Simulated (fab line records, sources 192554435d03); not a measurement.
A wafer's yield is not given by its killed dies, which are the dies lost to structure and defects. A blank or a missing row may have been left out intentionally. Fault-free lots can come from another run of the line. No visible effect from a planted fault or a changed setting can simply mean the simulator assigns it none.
Comparing a struck lot with a sound one	flow n5 finfet	16 out of 1938 route steps
Sound: the wafers L522.1, L522.3, L522.4. Struck: wafer L523.1 (L523.2, L523.6, from the same lot, were not struck and are left out); the cause is given at the end.
At each step with rows: each side's tool, then ch and its chambers, then its first start. Under that, the readings that differ: sound wafers	struck wafers	difference of the means	sigmas: that difference in standard deviations of wafers without a fault.
alike: readings whose means differ by less than 2 such deviations, and words and numbers that are the same on both sides. not compared: withheld readings, readings that some wafer has no value for, bounds like >300 that may hide the same value, and numbers for which the record gives no deviation and whose values overlap.
A row with sigmas, a row that says differs or no value, or rows on one side alone: a step with any of these is where the two part. When numbers do not overlap yet have no deviation, they are printed without sigmas and do not part them. Lack of a reading on every wafer of one side parts them only where that side has two or more wafers.

first, 1 step without rows for these wafers: N5_DUMMY_GATE_ETCH_29 (etches underlayer in N2/H2, target depth 13 nm).
N5_DUMMY_GATE_ETCH_36: etches SiARC in CF4, target depth 13 nm.
  sound on rie diel-01 ch 1,2,3, day 3 04:35; struck on rie diel-05 ch 3, day 3 13:47
reading	sound	struck	difference	sigmas
rf fwd power W (W)	545.4 541.1 537.9	533.8	-7.7	-3
  alike: drypump motor current A, oes product au, rf vpp V, showerhead plenum p Torr, throttle valve pct
  not compared: rf hours counter h
N5_DUMMY_GATE_ETCH_37: etches SOC in N2/H2, target depth 60 nm, overetch 30 nm.
  sound on rie diel-01 ch 1,2,3, day 3 04:38; struck on rie diel-05 ch 3, day 3 13:49
reading	sound	struck	difference	sigmas
rf fwd power W (W)	828 834 830	823	-8	-2
  alike: drypump motor current A, oes product au, rf vpp V, showerhead plenum p Torr, throttle valve pct
  not compared: rf hours counter h
then, 2 steps without rows for these wafers: N5_DUMMY_GATE_STRIP_38 (strips in N2/H2); N5_DUMMY_GATE_STRIP_39 (strips in N2/H2).
N5_DUMMY_GATE_TRIM_49: chemistry O2, time 29 s, target cd 14 nm.
  sound on rie si-03 ch 0,1,3, day 3 04:43; struck on rie si-05 ch 3, day 3 13:54
reading	sound	struck	difference	sigmas
rf hours counter h (h)	60 141 151	182	+65	
  alike: drypump motor current A, oes product au, rf fwd power W, throttle valve pct
then, 1 step without rows for these wafers: N5_DUMMY_GATE_STRIP_40 (strips in CF4).
N5_DUMMY_GATE_CD_MEAS_50 targets a cd of 14 nm.
  sound: cd sem-02 at day 3 04:51; struck: cd sem-03 at day 3 14:03
  alike: cd nm
N5_DUMMY_GATE_ETCH_31: etches SiO2 in C4F6/O2, target depth 82.5 nm, time 27.5 s.
  sound on rie diel-01 ch 0,1,2, day 3 04:54; struck on rie diel-05 ch 0, day 3 14:18
  alike: drypump motor current A, oes product au, rf fwd power W, rf vpp V, showerhead plenum p Torr, throttle valve pct
  not compared: rf hours counter h
then, 2 steps without rows for these wafers: N5_DUMMY_GATE_STRIP_41 (strips in O2); N5_DUMMY_GATE_HM_OPEN_21 (chemistry CH3F/O2, target SiNx, target depth 120 nm, time 171.4 s).
N5_DUMMY_GATE_ETCH_32: etches SiO2 in CF4, target depth 3.5 nm, time 3.9 s.
  sound on rie si-01 ch 0,1,2, day 3 05:09; struck on rie si-01 ch 0, day 3 14:33
  alike: drypump motor current A, oes product au, rf fwd power W, throttle valve pct
  not compared: rf hours counter h
N5_DUMMY_GATE_ETCH_23: etches poly-Si in HBr/Cl2/O2, target depth 41 nm, time 22.3 s.
  sound on rie si-01 ch 0,1,2, day 3 05:11; struck on rie si-01 ch 0, day 3 14:35
reading	sound	struck	difference	sigmas
oes product au (a.u.)	1.003 0.987 1.033	0.913	-0.095	-4
model.etch.depth nm (nm)	40.69 40.5 42.15	35.52	-5.59	
  alike: drypump motor current A, rf fwd power W, throttle valve pct
  not compared: rf hours counter h
then, 1 step without rows for these wafers: N5_DUMMY_GATE_ETCH_44 (etches poly-Si in HBr/O2, stops on SiO2, target depth 127.5 nm).
-- a jump in the record: the struck wafers' starts before and after are 5 days apart (it breaks off in module DUMMY_GATE and resumes in module BEOL_M4, where the first step shown is number 1111 of the route) --
N5_BEOL_M4_RC_MEAS_101:
  sound on prober-01 ch 0, day 8 07:28; struck on prober-01 ch 0, day 8 12:29
reading	sound	struck	difference	sigmas
SS_N (mV/dec)	72.2 70.6 71.2	73.0	+1.7	+2
VT_N (mV)	252 256 250	246	-7	-2
  alike: DIBL_N, DIBL_P, IOFF_N, IOFF_P, ION_N, ION_P, SS_P, VT_P
-- here the record skips 5 days between the struck wafers' starts before and after, leaving off in module BEOL_M4 and picking up in module PASSIVATION (first step shown: number 1936 of the route) --
N5_PASSIVATION_PROBE_49:
  the record has rows for the struck wafers here (prober-02, day 13 03:46) and none for the sound ones

WHERE THEY PART
Earliest at N5_DUMMY_GATE_ETCH_36; latest, in this record, at N5_PASSIVATION_PROBE_49.

WHY: the cause the simulator had injected
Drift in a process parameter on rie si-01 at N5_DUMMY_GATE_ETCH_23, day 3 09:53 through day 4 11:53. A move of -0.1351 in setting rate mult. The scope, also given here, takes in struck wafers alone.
